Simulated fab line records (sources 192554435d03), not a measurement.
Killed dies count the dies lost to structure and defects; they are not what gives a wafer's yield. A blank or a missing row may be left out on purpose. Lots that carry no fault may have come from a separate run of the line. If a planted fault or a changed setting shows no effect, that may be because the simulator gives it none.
fab line records	flow n5_finfet
record: lots: 6	wafers: 18	last_day: 18
route steps=1938 shown MIM_BOT_LITHO@1855 MIM_BOT_ETCH@1866
lots untouched by any fault: they come from a run of this same line in which no faults occurred
start_h: hours from the record's opening day to when the first of the lot's shown wafers began	wait_h: time in hours since the lot's previous step	" the same as in the row above	L1.1+2: several wafers, shown together as one row	- no value, or no start given	* or withheld: withheld	< > ~ a bound
route shown NAME@n: a module of which the file shows steps, and the number in the route of the first	usual: mean/standard deviation of fault-free wafers	same: alike in all rows	chamber/n: place in a boat	sites: readings site by site	_std_site: how widely they spread, as a standard deviation	_edge_site: inner sites' mean taken away from outer sites' mean	radius_mm: how far each site lies from the wafer's centre	mask NAME#n: copy n	behind: the last tool/chamber to shape the wafer	hold: cause of the lot's hold/its duration in hours/its outcome	device: transistor that didn't switch, given as n, p or np	end of line: at the end of the route, the tests of the same wafers	where a step has no rows: the recipe by itself	killed: not the wafer's yield, but the dies lost to structure and defects at the first sort	map: a wafer's dies, marking killed ones x, the rest . and places with no die _
set.NAME: setting as actually run; set.NAME@STEP: the setting as run at that earlier step	model.NAME: the simulator's own value behind a step, which no gauge read
lots at selected steps of the route; one table per step, one row per wafer
services: a tool's chamber out of use, with start hour (start_h, from the record's first day; less than 0 if before it), hours out, and reason
== steps ==
step: N5_MIM_BOT_LITHO_COAT_02
recipe: spin_rpm: *	resist_thk_nm: *
step: N5_MIM_BOT_LITHO_EBR_04
recipe: solvent: PGMEA	ebr_width_mm: 1.5
step: N5_MIM_BOT_LITHO_SOFTBAKE_03
recipe: temp_c: 100	time_s: 90
step: N5_MIM_BOT_LITHO_EXPOSE_05
recipe: mask_id: MIM_BOT	na: 0.55	source_shape: conventional	sigma_outer: 0.8	polarization: unpolarized	dose_mj: 24.25
step: N5_MIM_BOT_LITHO_PEB_06
recipe: peb_temp_c: withheld	peb_time_s: *
step: N5_MIM_BOT_LITHO_DEVELOP_07
recipe: develop_time_s: 60	rinse_liquid: diw	dry: air_spin	dev_temp_c: 21
step: N5_MIM_BOT_LITHO_HARDBAKE_09
recipe: temp_c: 130	time_s: 120
step: N5_MIM_BOT_LITHO_CD_MEAS_08
recipe: target_cd_nm: 3000	landing_energy_ev: 500	detector: se_inlens	polarity: opening
usual: cd_nm: 3000.6/1.4
lot.wafer	tool	chamber	start_h	wait_h	cd_nm
L727.1	cd_sem-01	0	271.32	-	2999.6
L727.2	"	0	"	"	2999.6
L727.5	"	0	"	"	3000.6
L735.1	cd_sem-03	0	332.44	-	3003.9
L735.3	"	0	"	"	3001.7
L735.6	"	0	"	"	3003.3
L738.2	cd_sem-03	0	361.31	-	3002.2
L738.3	"	0	"	"	3002.4
L738.6	"	0	"	"	3001.9
L746.3	cd_sem-01	0	409.56	-	3001.4
L746.5	"	0	"	"	3002.4
L746.6	"	0	"	"	3001.3
L745.1	cd_sem-02	0	413.62	-	3000.4
L745.3	"	0	"	"	3001.0
L745.5	"	0	"	"	3001.7
L747.1	cd_sem-01	0	421.23	-	3001.8
L747.3	"	0	"	"	2999.8
L747.6	"	0	"	"	2999.2
step: N5_MIM_BOT_LITHO_OVL_MEAS_11
recipe: points_per_wafer: 44
usual: MIM_BOT_OVL: 4/5.3
lot.wafer	tool	chamber	start_h	wait_h	MIM_BOT_OVL[nm]
L727.1	overlay-01	0	271.35	0.0	3
L727.2	"	0	"	"	2
L727.5	"	0	"	"	10
L735.1	overlay-01	0	332.47	0.0	3
L735.3	"	0	"	"	10
L735.6	"	0	"	"	10
L738.2	overlay-02	0	361.34	0.0	8
L738.3	"	0	"	"	11
L738.6	"	0	"	"	12
L746.3	overlay-02	0	409.59	0.0	8
L746.5	"	0	"	"	3
L746.6	"	0	"	"	7
L745.1	overlay-01	0	413.65	0.0	-9
L745.3	"	0	"	"	-5
L745.5	"	0	"	"	-5
L747.1	overlay-01	0	421.26	0.0	-1
L747.3	"	0	"	"	0
L747.6	"	0	"	"	-7
step: N5_MIM_BOT_LITHO_INSPECT_12
recipe: mode: adi	inspect_instrument: macro
usual: raw_defect_count: 1.9/1.3
lot.wafer	tool	chamber	start_h	wait_h	raw_defect_count
L727.1	defect_inspect-02	-	271.37	0.0	1
L727.2	"	-	"	"	0
L727.5	"	-	"	"	4
L735.1	defect_inspect-02	-	332.49	0.0	1
L735.3	"	-	"	"	2
L735.6	"	-	"	"	2
L738.2	defect_inspect-01	-	361.36	0.0	1
L738.3	"	-	"	"	5
L738.6	"	-	"	"	2
L746.3	defect_inspect-02	-	409.61	0.0	0
L746.5	"	-	"	"	2
L746.6	"	-	"	"	1
L745.1	defect_inspect-02	-	413.67	0.0	2
L745.3	"	-	"	"	2
L745.5	"	-	"	"	2
L747.1	defect_inspect-02	-	421.28	0.0	2
L747.3	"	-	"	"	2
L747.6	"	-	"	"	0
step: N5_MIM_BOT_LITHO_DESCUM_10
recipe: chemistry: O2	time_s: 7.9	source_power_w: 50	bias_power_w: 20	pressure_mtorr: 20	rf_frequency_hz: 2.712e+07	temp_c: 40	o2_flow_sccm: 225
usual: drypump_motor_current_A: 5.6/0.46	oes_product_au: 0.79/0.075	rf_vpp_V: 243.2/1.4	showerhead_plenum_p_Torr: 2.09/0.072	throttle_valve_pct: 20.46/0.28
lot.wafer	tool	chamber	start_h	wait_h	drypump_motor_current_A	oes_product_au	rf_hours_counter_h	rf_vpp_V	showerhead_plenum_p_Torr	throttle_valve_pct
L727.1	rie_diel-06	3	271.41	0.0	6.5	0.69	234	244.4	2.14	20.56
L727.2	"	2	"	"	5.0	0.79	120	242.1	2.01	20.58
L727.5	"	3	"	"	6.5	0.69	-	244.4	2.14	20.56
L735.1	rie_diel-06	2	332.53	0.0	4.9	0.77	146	241.2	2.00	20.62
L735.3	"	0	"	"	5.5	0.70	240	241.7	2.06	20.35
L735.6	"	3	"	"	6.5	1.00	-	244.8	2.13	20.25
L738.2	rie_diel-04	1	361.43	0.1	5.7	0.84	66	244.3	2.12	20.32
L738.3	"	2	"	"	5.7	0.79	110	245.5	2.10	19.96
L738.6	"	1	"	"	5.7	0.83	-	244.0	2.12	20.31
L746.3	rie_diel-03	3	409.65	0.0	5.7	0.85	76	243.6	2.12	20.71
L746.5	"	2	"	"	5.7	0.78	-	245.5	2.19	20.14
L746.6	"	3	"	"	5.7	0.85	-	243.9	2.12	20.72
L745.1	rie_diel-04	2	413.70	0.0	5.7	0.76	128	244.9	2.09	20.00
L745.3	"	1	"	"	5.8	0.82	82	243.0	2.12	20.35
L745.5	"	1	"	"	5.8	0.81	-	243.5	2.12	20.35
L747.1	rie_diel-06	3	421.59	0.3	6.5	0.89	36	244.3	2.12	20.30
L747.3	"	2	"	"	5.0	0.74	181	242.5	1.99	20.66
L747.6	"	0	"	"	5.5	0.96	-	242.9	2.06	20.00
step: N5_MIM_BOT_ETCH_ETCH_04
recipe: chemistry: CF4/O2	target: SiNx	target_depth_a: 260	time_s: 13	ion_energy_ev: 100	pressure_mtorr: 40	source_w: 535	bias_w: 49	Ar_flow_sccm: 100	cf4_flow_sccm: 100	O2_flow_sccm: 10
usual: bias_w: 48.99/0.14	drypump_motor_current_A: 5.6/0.46	oes_product_au: 0.79/0.075	rf_vpp_V: 240.9/2.7	showerhead_plenum_p_Torr: 2.20/0.071	throttle_valve_pct: 16.04/0.27
lot.wafer	tool	chamber	start_h	wait_h	bias_w	drypump_motor_current_A	oes_product_au	rf_hours_counter_h	rf_vpp_V	showerhead_plenum_p_Torr	throttle_valve_pct
L727.1	rie_diel-06	3	271.47	0.0	48.90	6.5	0.70	234	242.5	2.26	16.22
L727.2	"	2	"	"	48.99	5.0	0.79	120	240.3	2.14	16.23
L727.5	"	3	"	"	48.94	6.5	0.70	-	243.4	2.26	16.23
L735.1	rie_diel-06	2	332.59	0.0	48.65	5.0	0.76	146	239.4	2.13	16.26
L735.3	"	0	"	"	49.12	5.5	0.70	240	238.8	2.18	16.02
L735.6	"	3	"	"	49.16	6.5	1.02	-	245.7	2.25	15.77
L738.2	rie_diel-04	1	361.49	0.0	49.01	5.7	0.84	66	240.8	2.24	15.85
L738.3	"	2	"	"	48.90	5.7	0.78	110	240.6	2.22	15.59
L738.6	"	1	"	"	48.99	5.8	0.85	-	241.8	2.24	15.87
L746.3	rie_diel-03	3	409.71	0.0	48.87	5.7	0.84	76	242.9	2.24	16.24
L746.5	"	2	"	"	49.02	5.7	0.77	-	244.7	2.32	15.77
L746.6	"	3	"	"	48.75	5.7	0.84	-	243.2	2.24	16.25
L745.1	rie_diel-04	2	413.77	0.0	49.27	5.7	0.77	128	240.4	2.21	15.64
L745.3	"	1	"	"	49.19	5.7	0.82	82	239.8	2.23	15.91
L745.5	"	1	"	"	49.12	5.7	0.81	-	240.5	2.23	15.91
L747.1	rie_diel-06	3	421.66	0.0	49.10	6.5	0.90	36	242.7	2.24	15.86
L747.3	"	2	"	"	49.06	5.0	0.73	181	239.8	2.12	16.35
L747.6	"	0	"	"	49.04	5.5	0.95	-	237.1	2.17	15.58
step: N5_MIM_BOT_ETCH_ETCH_03
recipe: chemistry: Cl2/BCl3	target_depth_a: 120	pressure_mtorr: 8	icp_w: 800	bias_w: 100	Cl2_flow_sccm: 20	bcl3_flow_sccm: 80
usual: bias_w: 99.96/0.3	drypump_motor_current_A: 5.7/0.52	he_backside_leak_sccm: 3.4/0.42	oes_product_au: 0.83/0.075	throttle_valve_pct: 27.33/0.21
lot.wafer	tool	chamber	start_h	wait_h	bias_w	drypump_motor_current_A	he_backside_leak_sccm	oes_product_au	rf_hours_counter_h	throttle_valve_pct	model.etch.depth_nm	model.MIM_BOT_ETCH.cd_offset_nm
L727.1	rie_metal-03	0	271.56	0.1	100.26	5.5	3.0	0.90	4	27.04	12.05	0
L727.2	"	1	"	"	100.51	6.2	3.3	0.89	11	27.63	11.88	0
L727.5	"	1	"	"	99.77	6.2	3.2	0.88	-	27.61	11.77	0
L735.1	rie_metal-03	0	332.68	0.1	100.12	5.5	3.3	0.86	10	27.05	11.94	0
L735.3	"	0	"	"	100.01	5.5	3.3	0.85	-	27.05	11.93	0
L735.6	"	0	"	"	100.01	5.5	3.2	0.86	-	27.06	11.96	-0.2
L738.2	rie_metal-01	0	361.62	0.1	99.75	6.5	3.7	0.96	0	27.28	11.9	0.2
L738.3	"	0	"	"	99.61	6.5	3.7	0.96	-	27.26	11.94	0.2
L738.6	"	0	"	"	100.07	6.5	3.8	0.95	-	27.25	11.84	0.4
L746.3	rie_metal-03	0	409.83	0.1	100.14	5.5	3.2	0.82	-	27.07	11.82	0.2
L746.5	"	0	"	"	100.05	5.5	3.2	0.82	-	27.07	11.83	0.2
L746.6	"	1	"	"	100.68	6.1	3.3	0.75	-	27.65	9.915	0.6
L745.1	rie_metal-03	1	413.86	0.1	100.00	6.1	3.2	0.75	23	27.66	10.04	0.8
L745.3	"	0	"	"	99.63	5.5	3.2	0.83	-	27.07	12.03	0.6
L745.5	"	0	"	"	99.62	5.5	3.3	0.83	-	27.07	12.03	0.4
L747.1	rie_metal-02	1	421.74	0.1	99.75	6.0	3.6	0.82	25	27.40	12.01	-0.2
L747.3	"	1	"	"	99.61	6.0	3.6	0.82	-	27.40	12.02	0.4
L747.6	"	1	"	"	100.24	6.0	3.6	0.83	-	27.40	11.98	0
step: N5_MIM_BOT_ETCH_ETCH_00
recipe: chemistry: Cl2/BCl3	target: TiN	target_depth_a: 455	ion_energy_ev: 150	pressure_mtorr: 10	icp_w: 1000	bias_w: 126	Cl2_flow_sccm: 53.25	bcl3_flow_sccm: 21.75	Ar_flow_sccm: 25
usual: bias_w: 125.9/0.4	drypump_motor_current_A: 5.7/0.52	he_backside_leak_sccm: 3.4/0.37	oes_product_au: 0.83/0.075	throttle_valve_pct: 21.73/0.2
lot.wafer	tool	chamber	start_h	wait_h	bias_w	drypump_motor_current_A	he_backside_leak_sccm	oes_product_au	rf_hours_counter_h	throttle_valve_pct	model.MIM_BOT_ETCH.cd_offset_nm
L727.1	rie_metal-03	0	271.65	0.1	126.3	5.5	3.1	0.90	4	21.44	0
L727.2	"	1	"	"	126.3	6.1	3.0	0.88	11	22.01	0
L727.5	"	1	"	"	125.7	6.1	3.2	0.88	-	22.02	0
L735.1	rie_metal-03	0	332.86	0.1	126.1	5.5	3.1	0.86	11	21.46	0
L735.3	"	0	"	"	126.2	5.5	3.0	0.85	-	21.46	0.2
L735.6	"	0	"	"	125.8	5.5	3.1	0.85	-	21.45	-0.2
L738.2	rie_metal-01	0	361.71	0.1	125.7	6.5	3.5	0.95	0	21.68	0.2
L738.3	"	0	"	"	125.9	6.5	3.6	0.95	-	21.69	0.2
L738.6	"	0	"	"	125.9	6.5	3.5	0.96	-	21.68	0.4
L746.3	rie_metal-03	0	409.93	0.1	126.3	5.5	3.1	0.83	-	21.47	0
L746.5	"	0	"	"	125.6	5.5	3.0	0.83	-	21.47	0.2
L746.6	"	1	"	"	126.0	6.1	3.3	0.84	-	22.03	0.6
L745.1	rie_metal-03	1	413.95	0.1	126.5	6.1	3.2	0.83	23	22.03	0.8
L745.3	"	0	"	"	125.8	5.5	3.2	0.83	-	21.46	0.6
L745.5	"	0	"	"	126.5	5.5	3.1	0.83	-	21.45	0.2
L747.1	rie_metal-02	1	421.92	0.1	126.1	6.0	3.7	0.81	25	21.81	-0.2
L747.3	"	1	"	"	125.4	6.0	3.5	0.82	-	21.82	0.6
L747.6	"	1	"	"	125.9	6.0	3.6	0.82	-	21.81	-0.2
step: N5_MIM_BOT_ETCH_STRIP_01
recipe: chemistry: O2	power_w: 600	temp_c: 60	pressure_mtorr: 30	rf_frequency_hz: 6e+07	bias_power_w: 0	overash_fraction: 0.5	o2_flow_sccm: 225
usual: drypump_motor_current_A: 5.5/0.37	oes_product_au: 0.79/0.071	rf_vpp_V: 3.5/1.4	showerhead_plenum_p_Torr: 2.09/0.067	throttle_valve_pct: 16.66/0.29
same: overash_fraction: 0.5
lot.wafer	tool	chamber	start_h	wait_h	drypump_motor_current_A	oes_product_au	rf_hours_counter_h	rf_vpp_V	showerhead_plenum_p_Torr	throttle_valve_pct
L727.1	rie_diel-04	0	272.04	0.4	5.4	0.79	96	4.1	2.22	17.00
L727.2	"	3	"	"	5.5	0.81	67	3.6	2.12	16.21
L727.5	"	1	"	"	5.7	0.87	-	4.3	2.14	16.45
L735.1	rie_diel-04	2	333.14	0.2	5.7	0.78	100	0.6	2.11	16.20
L735.3	"	3	"	"	5.5	0.82	87	3.1	2.11	16.23
L735.6	"	0	"	"	5.4	0.78	-	1.8	2.21	17.03
L738.2	rie_diel-03	2	361.85	0.1	5.6	0.80	91	6.4	2.20	16.33
L738.3	"	3	"	"	5.7	0.86	58	2.5	2.13	16.87
L738.6	"	2	"	"	5.7	0.79	-	5.1	2.20	16.34
L746.3	rie_diel-06	2	410.08	0.1	5.0	0.74	176	2.3	2.00	16.89
L746.5	"	0	"	"	5.5	1.00	-	3.1	2.06	16.22
L746.6	"	1	"	"	5.3	0.68	-	2.0	1.98	17.10
L745.1	rie_diel-04	1	414.23	0.2	5.8	0.81	83	4.2	2.12	16.59
L745.3	"	2	"	"	5.7	0.77	128	4.0	2.10	16.29
L745.5	"	0	"	"	5.4	0.75	-	1.0	2.20	17.10
L747.1	rie_diel-04	3	422.22	0.3	5.5	0.79	124	4.7	2.10	16.32
L747.3	"	0	"	"	5.4	0.76	139	4.1	2.20	17.12
L747.6	"	2	"	"	5.7	0.77	-	1.8	2.10	16.30
== services ==
tool	chamber	start_h	hours	kind
rie_metal-02	0	249.11	16.4	repair
rie_metal-01	0	249.94	7.1	repair
rie_diel-03	2	276.78	12.1	repair
rie_metal-03	0	285.62	1.4	repair
rie_metal-03	-	296.71	2.8	pm
rie_metal-01	-	307.96	1.4	pm
rie_diel-06	3	311.90	-	clean
rie_diel-06	3	311.90	-	consumable_replace:focus_ring
rie_diel-06	3	311.90	18.8	scheduled_down
rie_diel-06	3	311.90	18.8	vent_cycle
rie_metal-03	1	329.18	5.2	repair
rie_diel-03	1	329.69	7.5	repair
rie_diel-03	3	332.74	11.1	repair
rie_diel-06	0	338.64	15.8	repair
rie_metal-01	-	343.31	8.0	repair
rie_diel-03	-	344.70	2.8	pm
rie_diel-03	2	362.19	4.5	repair
rie_diel-06	0	372.36	-	clean
rie_diel-06	0	372.36	-	consumable_replace:focus_ring
rie_diel-06	0	372.36	18.7	scheduled_down
rie_diel-04	1	374.84	12.1	repair
rie_diel-04	2	388.69	8.6	repair
rie_diel-03	0	407.62	12.5	repair
rie_diel-03	2	418.37	8.2	repair
== key ==
first_sign none at tools or gauges
model_effect: step: N5_MIM_BOT_ETCH_ETCH_03	value: etch.depth_nm	without: 11.87	struck: 9.979
model_effect: step: N5_MIM_BOT_ETCH_ETCH_00	value: MIM_BOT_ETCH.cd_offset_nm	without: 0	struck: 0.7
met_at N5_MIM_BOT_ETCH_ETCH_03
struck_wafers L745.1,L746.6
onset_between 271.56 409.83
fault: kind: process_parameter_drift	tool: rie_metal-03	chamber: 1	onset_h: 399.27	steps: N5_MIM_BOT_ETCH_ETCH_03	channel: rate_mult	offset: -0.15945	shape: step	end_h: 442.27
